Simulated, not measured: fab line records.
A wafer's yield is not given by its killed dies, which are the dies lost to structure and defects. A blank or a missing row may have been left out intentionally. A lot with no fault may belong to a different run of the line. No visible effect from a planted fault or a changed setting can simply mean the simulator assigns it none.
fab line records :: flow n5Finfet
[record]
  lots = 4
  wafers = 10
  lastDay = 17
route steps=1938 shown BEOL_M12@1616 BEOL_M15@1830 PASSIVATION@1936
lots that met no fault: taken from a fault-free run of the same line
startH: hours from the record's opening day to when the first of the lot's shown wafers began :: waitH: hours since the lot's step before :: " unchanged from the row above :: L1.1+2: one row covering several wafers at once :: - no value, or no start given :: * or withheld: withheld :: < > ~ a bound
route shown NAME@n: NAME is a module with steps in the file, n the number in the route of the first one :: usual: mean/standard deviation taken from wafers without a fault :: same: alike in all rows :: chamber/n: place in a boat :: sites: per-site readings :: _std_site: standard deviation of those values :: _edge_site: inner sites' mean taken away from outer sites' mean :: radiusMm: for every site, how far away it sits from the centre of the wafer :: mask NAME#n: copy n :: behind: the last tool/chamber to shape the wafer :: hold: why the lot went on hold/how many hours it stayed there/how the hold came to an end :: device: which transistor (n, p or np) failed to switch :: end of line: the same wafers' tests at the end of the route :: a step given without rows: its recipe and nothing more :: killed: at the first sort, the dies lost to defects and structure; wafer yield is something else :: map: the dies of a wafer, with x for killed, . for not killed, _ for no die there
set.NAME: the run value of the setting; set.NAME@STEP: its run value at that earlier step :: model.NAME: the simulator's own value behind a step, which no gauge read
certain route steps with their lots: each step a table, each wafer a row
services: the hour from which a tool's chamber was out of use, counted from the record's first day as startH (under 0 if before that day), plus the number of hours and why
[[steps]]
[step N5_BEOL_M12_ETCH_59]
[recipe]
  chemistry = N2/H2
  target = BARC
  targetDepthA = 890
  overetchA = 267
  timeS = 67.9
  ionEnergyEv = 200
  pressureMtorr = 30
  sourceW = 840
  biasW = 150
  n2FlowSccm = 200
  h2FlowSccm = 200
[step N5_BEOL_M12_VIA_ETCH_16]
[recipe]
  chemistry = C4F8/O2/Ar
  target = SiOC
  pressureMtorr = 30
  sourceW = 3000
  biasW = 700
  Ar_flow_sccm = 400
  C4F8_flow_sccm = 15
  O2_flow_sccm = 8
  heInnerTorr = 15
  heOuterTorr = 30
  targetDepthA = 7248
  timeS = withheld
  ionEnergyEv = 250
  ends = cleared
[step N5_BEOL_M12_STRIP_63]
[recipe]
  chemistry = N2/H2
  powerW = 1000
  tempC = 250
  h2Frac = 0.65
  overashFraction = 0.3
  pressureMtorr = 1000
  n2FlowSccm = 1750
  h2FlowSccm = 3250
[step N5_BEOL_M12_STRIP_64]
[recipe]
  chemistry = N2/H2
  powerW = 1000
  tempC = 250
  h2Frac = 0.65
  overashFraction = 0.3
  pressureMtorr = withheld
  n2FlowSccm = 1750
  h2FlowSccm = 3250
[step N5_BEOL_M12_STRIP_71]
[recipe]
  chemistry = postEtchResidueRemover
  timeS = 60
  tempC = 25
  removerPh = withheld
  removerWaterWtPct = withheld
  removerFluorideWtPct = withheld
[step N5_BEOL_M12_SRD_72]
[recipe]
  timeS = 30
  tempC = 23
  rinseLiquid = diw
  dry = n2Spin
  spinRpm = 1500
  dryTimeS = 30
[step N5_BEOL_M12_COAT_65]
[recipe]
  resist = SOC
  tempC = 250
  timeS = 60
  spinRpm = 1500
  resistThkNm = 300
[step N5_BEOL_M12_COAT_66]
[recipe]
  resist = SiARC
  tempC = 220
  timeS = 60
  spinRpm = 1500
  resistThkNm = 110
[step N5_BEOL_M12_COAT_22]
[recipe]
  spinRpm = 2888
  resistThkNm = 300
[step N5_BEOL_M12_EBR_24]
[recipe]
  solvent = PGMEA
  ebrWidthMm = 1.5
[step N5_BEOL_M12_SOFTBAKE_23]
[recipe]
  tempC = 130
  timeS = 60
[step N5_BEOL_M12_EXPOSE_25]
[recipe]
  maskId = M12
  na = 0.93
  sourceShape = conventional
  sigmaOuter = 0.4
  polarization = unpolarized
  doseMj = 21.8
lot.wafer: L719.1+4+6
tool: krfScanner-02
chamber: 0
startH: 253.26
waitH: -
mask: M12#0

lot.wafer: L730.3+5
tool: krfScanner-02
chamber: 0
startH: 318.70
waitH: -
mask: M12#0

lot.wafer: L729.3+6
tool: krfScanner-02
chamber: 0
startH: 319.16
waitH: -
mask: M12#0

lot.wafer: L741.1+4+6
tool: krfScanner-01
chamber: 0
startH: 381.31
waitH: -
mask: M12#0
[step N5_BEOL_M12_PEB_26]
[recipe]
  pebTempC = 130
  pebTimeS = 90
[step N5_BEOL_M12_DEVELOP_27]
[recipe]
  developTimeS = 45
  rinseLiquid = diw
  dry = airSpin
  devTempC = 21
[step N5_BEOL_M12_HARDBAKE_32]
[recipe]
  tempC = 130
  timeS = 120
[step N5_BEOL_M12_CD_MEAS_28]
[recipe]
  targetCdNm = 160.2
  landingEnergyEv = 500
  detector = seInlens
  polarity = opening
[usual]
  cdNm = 160.2/1.3
lot.wafer: L719.1
tool: cdSem-02
chamber: 0
startH: 253.43
waitH: -
cdNm: 161.3

lot.wafer: L719.4
tool: cdSem-02
chamber: 0
startH: 253.43
waitH: -
cdNm: 161.4

lot.wafer: L719.6
tool: cdSem-02
chamber: 0
startH: 253.43
waitH: -
cdNm: 159.9

lot.wafer: L730.3
tool: cdSem-01
chamber: 0
startH: 318.87
waitH: -
cdNm: 160.0

lot.wafer: L730.5
tool: cdSem-01
chamber: 0
startH: 318.87
waitH: -
cdNm: 176.5

lot.wafer: L729.3
tool: cdSem-01
chamber: 0
startH: 319.33
waitH: -
cdNm: 160.6

lot.wafer: L729.6
tool: cdSem-01
chamber: 0
startH: 319.33
waitH: -
cdNm: 176.2

lot.wafer: L741.1
tool: cdSem-01
chamber: 0
startH: 381.48
waitH: -
cdNm: 159.8

lot.wafer: L741.4
tool: cdSem-01
chamber: 0
startH: 381.48
waitH: -
cdNm: 162.4

lot.wafer: L741.6
tool: cdSem-01
chamber: 0
startH: 381.48
waitH: -
cdNm: 160.4
[step N5_BEOL_M12_DESCUM_33]
[recipe]
  chemistry = O2
  timeS = 7.9
  sourcePowerW = 50
  biasPowerW = 20
  pressureMtorr = 20
  rfFrequencyHz = 2.712e+07
  tempC = 40
  o2FlowSccm = 225
[step N5_BEOL_M12_ETCH_67]
[recipe]
  chemistry = CF4
  target = SiARC
  targetDepthA = 1430
  timeS = 238.3
  ionEnergyEv = 80
  pressureMtorr = 40
  sourceW = 545
  biasW = 36
  Ar_flow_sccm = 100
  cf4FlowSccm = 100
  ends = cleared
[step N5_BEOL_M12_ETCH_68]
[recipe]
  chemistry = N2/H2
  target = SOC
  maskMaterial = SiARC
  sourceW = 3000
  biasW = 350
  tempC = 40
  timeS = 285
  ionEnergyEv = 200
  pressureMtorr = 30
  n2FlowSccm = 200
  h2FlowSccm = 200
[step N5_BEOL_M12_STRIP_69]
[recipe]
  chemistry = N2/H2
  tempC = 40
  n2FlowSccm = 200
  h2FlowSccm = 200
  rfFrequencyHz = 6e+07
[step N5_BEOL_M12_TRENCH_ETCH_34]
[recipe]
  chemistry = C4F8/O2/Ar
  target = SiOC
  targetDepthA = 3189.5
  maskMaterial = SOC
  pressureMtorr = 30
  sourceW = 3000
  biasW = 700
  Ar_flow_sccm = 400
  C4F8_flow_sccm = 15
  O2_flow_sccm = 8
  heInnerTorr = 15
  heOuterTorr = 30
  timeS = 125.5
  ionEnergyEv = 250
[step N5_BEOL_M12_STRIP_70]
[recipe]
  chemistry = C4F8/O2/Ar
  resist = SiARC
  rfFrequencyHz = 6e+07
[step N5_BEOL_M12_STRIP_37]
[recipe]
  chemistry = N2/H2
  powerW = 1000
  tempC = 250
  h2Frac = 0.65
  overashFraction = 0.3
  pressureMtorr = withheld
  n2FlowSccm = 1750
  h2FlowSccm = 3250
[step N5_BEOL_M12_ETCH_38]
[recipe]
  chemistry = CF4/N2
  target = SiCN
  targetDepthA = 687
  taperDeg = 2
  timeS = 73.4
  ionEnergyEv = 150
  maskMaterial = SiO2
  pressureMtorr = 40
  sourceW = 430
  biasW = 70
  Ar_flow_sccm = 100
  cf4FlowSccm = 60
  n2FlowSccm = 60
[step N5_BEOL_M12_PRECLEAN_39]
[recipe]
  chemistry = residueRemover
  timeS = 60
  tempC = 40
[step N5_BEOL_M12_SRD_40]
[recipe]
  timeS = 30
  tempC = 23
  rinseLiquid = diw
  dry = n2Spin
  spinRpm = 1500
  dryTimeS = 30
[step N5_BEOL_M12_DEGAS_41]
[recipe]
  ambient = vacuum
  tempC = 250
  timeS = 60
[step N5_BEOL_M12_PRE_CLEAN_42]
[recipe]
  gas = H2/He
  timeS = 30
  tempC = 250
[step N5_BEOL_M12_SPUTTER_43]
[recipe]
  material = TaN
  targetThkA = 150
  tempC = 50
  biasV = 168.6
  powerW = 15000
  chamberPressurePa = 0.12
  timeS = 24.19
[step N5_BEOL_M12_SPUTTER_44]
[recipe]
  material = Ta
  targetThkA = 100
  tempC = 50
  biasV = 80
  powerW = 15000
  chamberPressurePa = 0.07
  timeS = 16.13
[step N5_BEOL_M12_SPUTTER_45]
[recipe]
  material = Cu
  targetThkA = 800
  tempC = -20
  biasV = 60
  powerW = 26000
  chamberPressurePa = 0.13
  timeS = 13.33
[step N5_BEOL_M12_ECD_47]
[recipe]
  material = Cu
  targetThkA = 7200
[step N5_BEOL_M12_ANNEAL_48]
[recipe]
  tempC = 225
  timeS = 90
  ambient = N2
[step N5_BEOL_M12_CMP_49]
[recipe]
  stopOn = SiOC
  tOverpolishS = 20.6
  downForcePsi = 1
  platenRpm = 50
  clearingPlatenDownForcePsi = 1.5
  clearingPlatenRpm = 50
  postCmpClean = cuAlkaline
  targetThkNm = 320
  clearingPlatenPadVelocityMS = 0.99484
  padVelocityMS = 0.99484
[step N5_BEOL_M12_PRE_CLEAN_52]
[recipe]
  gas = NH3
  timeS = 15
  tempC = withheld
  rfPowerW = 300
[step N5_BEOL_M12_DEP_53]
[recipe]
  material = SiCN
  targetThkA = 300
  tempC = withheld
  precursor = 3MS/NH3
  pressureTorr = 3
  rfW = 675
  timeS = 10.5
[step N5_BEOL_M15_RC_MEAS_101]
[usual]
  etestTempC = 24.99/0.11
  COMB_M10 = 1.4e-11/2.8e-12
  COMB_M11 = 1.37e-11/2.9e-12
  COMB_M12 = 5.7e-12/1.3e-12
  COMB_M13 = 4.2e-12/8.2e-13
  COMB_M14 = 2.9e-12/7.7e-13
  COMB_M14_max_site = 4.5e-12/1.1e-12
  COMB_M15 = 1.9e-12/6.3e-13
  COMB_M5 = 3.6e-11/7.3e-12
  COMB_M6 = 2.4e-11/5.4e-12
  COMB_M7 = 2.5e-11/5.2e-12
  COMB_M8 = 2.4e-11/4.9e-12
  COMB_M9 = 1.38e-11/2.6e-12
  COMB_M9_max_site = 2e-11/4.6e-12
  SERP_M10 = 3.02/0.076
  SERP_M11 = 3.04/0.08
  SERP_M11_max_site = 3.14/0.09
  SERP_M12 = 0.634/0.014
  SERP_M12_max_site = 0.648/0.015
  SERP_M13 = 0.308/0.0066
  SERP_M14 = 0.1579/0.003
  SERP_M5 = 38.8/1.6
  SERP_M6 = 13.5/0.52
  SERP_M7 = 13.4/0.56
  SERP_M8 = 13.5/0.46
  SERP_M9 = 3.04/0.08
lot.wafer: L719.1
tool: prober-01
chamber: 0
startH: 275.68
waitH: 0.0
etestTempC: 24.95
COMB_M10[S/m]: 1.68e-11
COMB_M11[S/m]: 1.4e-11
COMB_M12[S/m]: 8.5e-12
COMB_M13[S/m]: 4.8e-12
COMB_M14[S/m]: 2.8e-12
COMB_M14_max_site[S/m]: 4.9e-12
COMB_M15[S/m]: 2.1e-12
COMB_M5[S/m]: 3e-11
COMB_M6[S/m]: 3.9e-11
COMB_M7[S/m]: 3.2e-11
COMB_M8[S/m]: 3.3e-11
COMB_M9[S/m]: 1.74e-11
COMB_M9_max_site[S/m]: 2.3e-11
SERP_M10[ohm/um]: 2.92
SERP_M11[ohm/um]: 3.01
SERP_M11_max_site[ohm/um]: 3.18
SERP_M12[ohm/um]: 0.638
SERP_M12_max_site[ohm/um]: 0.645
SERP_M13[ohm/um]: 0.308
SERP_M14[ohm/um]: 0.1645
SERP_M5[ohm/um]: 37.7
SERP_M6[ohm/um]: 13.4
SERP_M7[ohm/um]: 12.8
SERP_M8[ohm/um]: 13.7
SERP_M9[ohm/um]: 3.01

lot.wafer: L719.4
tool: prober-01
chamber: 0
startH: 275.68
waitH: 0.0
etestTempC: 25.06
COMB_M10[S/m]: 1.54e-11
COMB_M11[S/m]: 1.72e-11
COMB_M12[S/m]: 5.6e-12
COMB_M13[S/m]: 3.9e-12
COMB_M14[S/m]: 3e-12
COMB_M14_max_site[S/m]: 4.8e-12
COMB_M15[S/m]: 2e-12
COMB_M5[S/m]: 3e-11
COMB_M6[S/m]: 2.6e-11
COMB_M7[S/m]: 3.2e-11
COMB_M8[S/m]: 3.3e-11
COMB_M9[S/m]: 1.53e-11
COMB_M9_max_site[S/m]: 2.5e-11
SERP_M10[ohm/um]: 2.91
SERP_M11[ohm/um]: 3.02
SERP_M11_max_site[ohm/um]: 3.14
SERP_M12[ohm/um]: 0.657
SERP_M12_max_site[ohm/um]: 0.665
SERP_M13[ohm/um]: 0.310
SERP_M14[ohm/um]: 0.1590
SERP_M5[ohm/um]: 38.8
SERP_M6[ohm/um]: 14.6
SERP_M7[ohm/um]: 13.3
SERP_M8[ohm/um]: 12.9
SERP_M9[ohm/um]: 3.14

lot.wafer: L719.6
tool: prober-01
chamber: 0
startH: 275.68
waitH: 0.0
etestTempC: 24.98
COMB_M10[S/m]: 1.55e-11
COMB_M11[S/m]: 1.7e-11
COMB_M12[S/m]: 5.3e-12
COMB_M13[S/m]: 4.8e-12
COMB_M14[S/m]: 2.8e-12
COMB_M14_max_site[S/m]: 4.3e-12
COMB_M15[S/m]: 2.5e-12
COMB_M5[S/m]: 3.3e-11
COMB_M6[S/m]: 2.9e-11
COMB_M7[S/m]: 2.5e-11
COMB_M8[S/m]: 3.1e-11
COMB_M9[S/m]: 1.43e-11
COMB_M9_max_site[S/m]: 1.8e-11
SERP_M10[ohm/um]: 2.80
SERP_M11[ohm/um]: 3.11
SERP_M11_max_site[ohm/um]: 3.21
SERP_M12[ohm/um]: 0.655
SERP_M12_max_site[ohm/um]: 0.664
SERP_M13[ohm/um]: 0.302
SERP_M14[ohm/um]: 0.1562
SERP_M5[ohm/um]: 39.6
SERP_M6[ohm/um]: 13.2
SERP_M7[ohm/um]: 13.0
SERP_M8[ohm/um]: 13.5
SERP_M9[ohm/um]: 3.08

lot.wafer: L730.3
tool: prober-02
chamber: 0
startH: 347.23
waitH: 0.7
etestTempC: 24.80
COMB_M10[S/m]: 1.2e-11
COMB_M11[S/m]: 1.56e-11
COMB_M12[S/m]: 6.1e-12
COMB_M13[S/m]: 3.3e-12
COMB_M14[S/m]: 3.7e-12
COMB_M14_max_site[S/m]: 6.4e-12
COMB_M15[S/m]: 1.1e-12
COMB_M5[S/m]: 3.2e-11
COMB_M6[S/m]: 2.6e-11
COMB_M7[S/m]: 1.8e-11
COMB_M8[S/m]: 2.9e-11
COMB_M9[S/m]: 1.41e-11
COMB_M9_max_site[S/m]: 1.7e-11
SERP_M10[ohm/um]: 2.91
SERP_M11[ohm/um]: 2.96
SERP_M11_max_site[ohm/um]: 3.07
SERP_M12[ohm/um]: 0.636
SERP_M12_max_site[ohm/um]: 0.658
SERP_M13[ohm/um]: 0.312
SERP_M14[ohm/um]: 0.1557
SERP_M5[ohm/um]: 40.5
SERP_M6[ohm/um]: 13.5
SERP_M7[ohm/um]: 13.7
SERP_M8[ohm/um]: 13.1
SERP_M9[ohm/um]: 3.12

lot.wafer: L730.5
tool: prober-02
chamber: 0
startH: 347.23
waitH: 0.7
etestTempC: 24.82
COMB_M10[S/m]: 8.8e-12
COMB_M11[S/m]: 1.98e-11
COMB_M12[S/m]: 5.6e-12
COMB_M13[S/m]: 4.5e-12
COMB_M14[S/m]: 1.9e-12
COMB_M14_max_site[S/m]: 3.3e-12
COMB_M15[S/m]: 2.2e-12
COMB_M5[S/m]: 5e-11
COMB_M6[S/m]: 2.3e-11
COMB_M7[S/m]: 2.5e-11
COMB_M8[S/m]: 2.5e-11
COMB_M9[S/m]: 1.21e-11
COMB_M9_max_site[S/m]: 1.7e-11
SERP_M10[ohm/um]: 2.95
SERP_M11[ohm/um]: 3.03
SERP_M11_max_site[ohm/um]: 3.07
SERP_M12[ohm/um]: 0.544
SERP_M12_max_site[ohm/um]: 0.560
SERP_M13[ohm/um]: 0.305
SERP_M14[ohm/um]: 0.1554
SERP_M5[ohm/um]: 38.5
SERP_M6[ohm/um]: 12.9
SERP_M7[ohm/um]: 12.1
SERP_M8[ohm/um]: 13.4
SERP_M9[ohm/um]: 2.92

lot.wafer: L729.3
tool: prober-02
chamber: 0
startH: 348.16
waitH: 1.3
etestTempC: 25.05
COMB_M10[S/m]: 1.15e-11
COMB_M11[S/m]: 1.08e-11
COMB_M12[S/m]: 4.1e-12
COMB_M13[S/m]: 4.6e-12
COMB_M14[S/m]: 2.9e-12
COMB_M14_max_site[S/m]: 4.4e-12
COMB_M15[S/m]: 1.2e-12
COMB_M5[S/m]: 2.7e-11
COMB_M6[S/m]: 2.1e-11
COMB_M7[S/m]: 3.4e-11
COMB_M8[S/m]: 2.7e-11
COMB_M9[S/m]: 1.49e-11
COMB_M9_max_site[S/m]: 2.2e-11
SERP_M10[ohm/um]: 3.12
SERP_M11[ohm/um]: 3.10
SERP_M11_max_site[ohm/um]: 3.17
SERP_M12[ohm/um]: 0.629
SERP_M12_max_site[ohm/um]: 0.642
SERP_M13[ohm/um]: 0.303
SERP_M14[ohm/um]: 0.1521
SERP_M5[ohm/um]: 39.6
SERP_M6[ohm/um]: 14.1
SERP_M7[ohm/um]: 13.4
SERP_M8[ohm/um]: 13.9
SERP_M9[ohm/um]: 3.06

lot.wafer: L729.6
tool: prober-02
chamber: 0
startH: 348.16
waitH: 1.3
etestTempC: 24.89
COMB_M10[S/m]: 1.14e-11
COMB_M11[S/m]: 1.37e-11
COMB_M12[S/m]: 6.5e-12
COMB_M13[S/m]: 4.8e-12
COMB_M14[S/m]: 2.9e-12
COMB_M14_max_site[S/m]: 4.9e-12
COMB_M15[S/m]: 9e-13
COMB_M5[S/m]: 3.6e-11
COMB_M6[S/m]: 2.1e-11
COMB_M7[S/m]: 2.2e-11
COMB_M8[S/m]: 2.9e-11
COMB_M9[S/m]: 1.39e-11
COMB_M9_max_site[S/m]: 1.8e-11
SERP_M10[ohm/um]: 3.14
SERP_M11[ohm/um]: 2.99
SERP_M11_max_site[ohm/um]: 3.05
SERP_M12[ohm/um]: 0.539
SERP_M12_max_site[ohm/um]: 0.549
SERP_M13[ohm/um]: 0.303
SERP_M14[ohm/um]: 0.1537
SERP_M5[ohm/um]: 39.7
SERP_M6[ohm/um]: 13.1
SERP_M7[ohm/um]: 13.9
SERP_M8[ohm/um]: 13.8
SERP_M9[ohm/um]: 3.22

lot.wafer: L741.1
tool: prober-01
chamber: 0
startH: 403.47
waitH: 0.0
etestTempC: 25.02
COMB_M10[S/m]: 1.65e-11
COMB_M11[S/m]: 9.2e-12
COMB_M12[S/m]: 5.1e-12
COMB_M13[S/m]: 3.5e-12
COMB_M14[S/m]: 4.9e-12
COMB_M14_max_site[S/m]: 5.6e-12
COMB_M15[S/m]: 2.1e-12
COMB_M5[S/m]: 3e-11
COMB_M6[S/m]: 3.3e-11
COMB_M7[S/m]: 2.4e-11
COMB_M8[S/m]: 2e-11
COMB_M9[S/m]: 1.39e-11
COMB_M9_max_site[S/m]: 1.9e-11
SERP_M10[ohm/um]: 3.06
SERP_M11[ohm/um]: 3.13
SERP_M11_max_site[ohm/um]: 3.22
SERP_M12[ohm/um]: 0.652
SERP_M12_max_site[ohm/um]: 0.666
SERP_M13[ohm/um]: 0.308
SERP_M14[ohm/um]: 0.1590
SERP_M5[ohm/um]: 37.8
SERP_M6[ohm/um]: 13.4
SERP_M7[ohm/um]: 13.1
SERP_M8[ohm/um]: 13.3
SERP_M9[ohm/um]: 3.08

lot.wafer: L741.4
tool: prober-01
chamber: 0
startH: 403.47
waitH: 0.0
etestTempC: 24.92
COMB_M10[S/m]: 1.86e-11
COMB_M11[S/m]: 1.41e-11
COMB_M12[S/m]: 5.3e-12
COMB_M13[S/m]: 3.7e-12
COMB_M14[S/m]: 2.9e-12
COMB_M14_max_site[S/m]: 3.9e-12
COMB_M15[S/m]: 1.8e-12
COMB_M5[S/m]: 2.9e-11
COMB_M6[S/m]: 2.3e-11
COMB_M7[S/m]: 1.8e-11
COMB_M8[S/m]: 2.6e-11
COMB_M9[S/m]: 1.5e-11
COMB_M9_max_site[S/m]: 2.1e-11
SERP_M10[ohm/um]: 2.94
SERP_M11[ohm/um]: 2.98
SERP_M11_max_site[ohm/um]: 3.17
SERP_M12[ohm/um]: 0.628
SERP_M12_max_site[ohm/um]: 0.642
SERP_M13[ohm/um]: 0.308
SERP_M14[ohm/um]: 0.1617
SERP_M5[ohm/um]: 38.4
SERP_M6[ohm/um]: 12.7
SERP_M7[ohm/um]: 13.5
SERP_M8[ohm/um]: 13.4
SERP_M9[ohm/um]: 3.07

lot.wafer: L741.6
tool: prober-01
chamber: 0
startH: 403.47
waitH: 0.0
etestTempC: 25.00
COMB_M10[S/m]: 1.41e-11
COMB_M11[S/m]: 1.53e-11
COMB_M12[S/m]: 5.2e-12
COMB_M13[S/m]: 5.7e-12
COMB_M14[S/m]: 3.1e-12
COMB_M14_max_site[S/m]: 5.3e-12
COMB_M15[S/m]: 3.1e-12
COMB_M5[S/m]: 5e-11
COMB_M6[S/m]: 2.4e-11
COMB_M7[S/m]: 1.9e-11
COMB_M8[S/m]: 2.8e-11
COMB_M9[S/m]: 1.4e-11
COMB_M9_max_site[S/m]: 2.1e-11
SERP_M10[ohm/um]: 3.11
SERP_M11[ohm/um]: 3.01
SERP_M11_max_site[ohm/um]: 3.08
SERP_M12[ohm/um]: 0.630
SERP_M12_max_site[ohm/um]: 0.640
SERP_M13[ohm/um]: 0.304
SERP_M14[ohm/um]: 0.1585
SERP_M5[ohm/um]: 38.8
SERP_M6[ohm/um]: 13.1
SERP_M7[ohm/um]: 13.8
SERP_M8[ohm/um]: 13.4
SERP_M9[ohm/um]: 2.93
// sites SERP_M12 radiusMm=0,75,75,75,75,140,140,140,140
L719.1 0.630 0.638 0.638 0.644 0.644 0.635 0.636 0.645 0.630
L730.3 0.632 0.630 0.636 0.634 0.637 0.628 0.649 0.658 0.640
L729.3 0.631 0.642 0.629 0.640 0.636 0.617 0.612 0.615 0.616
L741.1 0.649 0.655 0.666 0.648 0.652 0.641 0.653 0.659 0.638
[step N5_PASSIVATION_PROBE_49]
[usual]
  defectLimitedYield = 91.3/1.5
  killed_at_M0_to_M3 = 31/11
  killed_at_M4_up = 14/5.1
  killedAtContacts = 12/5.6
  killedAtFrontEnd = 42/12
  killedAtOther = 3.8/2.9
  killedDies = 103/18
  killedOpen = 67/14
  killedShort = 33/8
  sort_bin_5_function = 5.1/1
  sort_bin_6_memory = 3.2/0.75
  sortNPass = 1077/18
  sortYieldPct = 91.3/1.5
[same]
  grossDies = 1180
  killedAtBackSide = 0
  sort_bin_4_leakage[%] = 0
  sort_bin_8_speed[%] = 0
lot.wafer: L730.5
tool: prober-01
chamber: -
startH: 364.45
waitH: 0.2
defectLimitedYield[%]: 88.4
killed_at_M0_to_M3: 32
killed_at_M4_up: 30
killedAtContacts: 15
killedAtFrontEnd: 58
killedAtOther: 2
killedDies: 137
killedOpen: 82
killedShort: 44
sort_bin_5_function[%]: 6.7
sort_bin_6_memory[%]: 3.9
sortNPass: 1043
sortYieldPct[%]: 88.4

lot.wafer: L729.6
tool: prober-01
chamber: -
startH: 364.89
waitH: 0.3
defectLimitedYield[%]: 92.1
killed_at_M0_to_M3: 19
killed_at_M4_up: 22
killedAtContacts: 4
killedAtFrontEnd: 43
killedAtOther: 5
killedDies: 93
killedOpen: 50
killedShort: 25
sort_bin_5_function[%]: 4.6
sort_bin_6_memory[%]: 1.8
sortNPass: 1087
sortYieldPct[%]: 92.1
// killed by level:class
L730.5 STI_FIN_REVEAL:geometricParticle:open=27 MOL_CONTACT_COAG:geometricParticle:open=12 BEOL_M4:geometricParticle:open=9 BEOL_M12:areaExpose=9 BEOL_M0_SAQP:geometricParticle:short=8 FIN_SAQP:geometricParticle:short=7 STI_FIN_REVEAL:geometricParticle:short=6 BEOL_M1:geometricParticle:open=6
L729.6 HKMG_FIN:areaEtch=11 BEOL_M3:geometricParticle:open=10 FIN_SAQP:geometricParticle:short=8 BEOL_M4:geometricParticle:open=8 BEOL_M12:areaExpose=7 FIN_SAQP:geometricParticle:open=4 STI_FIN_REVEAL:geometricParticle:open=4 MOL_CONTACT_COAG:geometricParticle:open=4
[[services]]
tool: krfScanner-02
chamber: -
startH: 232.71
hours: 1.3
kind: pm

tool: krfScanner-02
chamber: -
startH: 240.71
hours: 0.8
kind: pm

tool: krfScanner-01
chamber: -
startH: 241.44
hours: 12.1
kind: repair

tool: krfScanner-02
chamber: -
startH: 247.17
hours: 5.0
kind: repair

tool: krfScanner-02
chamber: -
startH: 259.61
hours: 0.2
kind: repair

tool: krfScanner-01
chamber: -
startH: 272.00
hours: 0.8
kind: pm

tool: krfScanner-02
chamber: -
startH: 282.65
hours: 3.0
kind: repair

tool: krfScanner-01
chamber: -
startH: 291.20
hours: 0.6
kind: repair

tool: krfScanner-01
chamber: -
startH: 300.56
hours: 1.0
kind: pm

tool: krfScanner-02
chamber: -
startH: 309.87
hours: 1.0
kind: pm

tool: krfScanner-01
chamber: -
startH: 311.61
hours: 1.3
kind: pm

tool: krfScanner-01
chamber: 0
startH: 314.37
hours: -
kind: calibration

tool: krfScanner-01
chamber: -
startH: 320.53
hours: 0.3
kind: repair

tool: krfScanner-02
chamber: 0
startH: 324.82
hours: -
kind: calibration

tool: krfScanner-02
chamber: -
startH: 357.60
hours: 0.8
kind: repair
[[key]]
[firstSign]
  step = N5_BEOL_M12_CD_MEAS_28
  reading = cdNm
  direction = up
  sigmas = 12
  usual = 160.2
  struck = 176.4
[effect]
  step = N5_BEOL_M15_RC_MEAS_101
  reading = SERP_M12
  direction = down
  sigmas = 6.4
  usual = 0.634
  struck = 0.541
metAt N5_BEOL_M12_EXPOSE_25
struckWafers L729.6,L730.5
[baselineLoss]
  step = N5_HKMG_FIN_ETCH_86
  wafers = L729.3
onsetBetween 253.26 318.70
[fault]
  kind = processParameterDrift
  tool = krfScanner-02
  chamber = -
  onsetH = 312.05
  steps = N5_BEOL_M12_EXPOSE_25
  channel = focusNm
  offset = 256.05
  shape = step
  endH = 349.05
  scope = struckWafersOnly
// baselineLoss: these wafers lose ten dies or more at that step, a loss of the line's own and not of a fault; the sort's usual values leave them out
